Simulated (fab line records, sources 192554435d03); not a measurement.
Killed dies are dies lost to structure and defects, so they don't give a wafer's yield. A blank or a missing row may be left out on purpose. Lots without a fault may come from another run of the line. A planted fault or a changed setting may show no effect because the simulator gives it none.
Chamber matching | flow n5_finfet | N5_BEOL_M5_ILD_DEP_00 on pecvd-04: 3 sister chambers
The step deposits SiCOH lowk from DEMS/porogen, target thk 140.64 nm, time 25.9 s. 6 wafers are shown with their chamber, then 7 later ones without.

WAFERS WITH THEIR CHAMBER
wafer  | chamber | throttle_valve_pct (%) | showerhead_plenum_p_Torr (Torr)
L080.1 | 0       | 14.1                   | 5.713
L082.2 | 1       | 14.6                   | 5.711
L082.4 | 1       | 14.7                   | 5.729
L082.5 | 0       | 14.1                   | 5.699
L087.3 | 2       | 12.3                   | 5.708
L087.4 | 2       | 12.1                   | 5.727

WAFERS WITHOUT THEIR CHAMBER
wafer  | throttle_valve_pct (%) | showerhead_plenum_p_Torr (Torr)
L087.6 | 14.2                   | 5.727
L095.4 | 14.2                   | 5.707
L095.5 | 14.7                   | 5.723
L095.6 | 12.4                   | 5.712
L097.2 | 14.5                   | 5.703
L097.3 | 12.2                   | 5.716
L097.5 | 12.3                   | 5.713

WHICH CHAMBER EACH WENT THROUGH
wafer  | from the rows above | in truth
L087.6 | 0                   | 0
L095.4 | 0                   | 0
L095.5 | 1                   | 1
L095.6 | 2                   | 2
L097.2 | 1                   | 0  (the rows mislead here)
L097.3 | 2                   | 2
L097.5 | 2                   | 2
Placed correctly: 6 of 7. Can't be placed from these rows: 0. Placed wrongly: 1.
How it was worked out, from the rows above alone: a wafer's distance from a chamber is the root of the sum, over the readings, of the square of ((its reading less the chamber's mean) divided by the reading's scatter). The wafer belongs to the nearest chamber; if the next one is less than 2 further off, it can't be placed. A chamber's mean is the mean of its shown wafers. The scatter: the root of (the sum of the squares of (reading less its chamber's mean) over the shown wafers, divided by (wafers less chambers)).
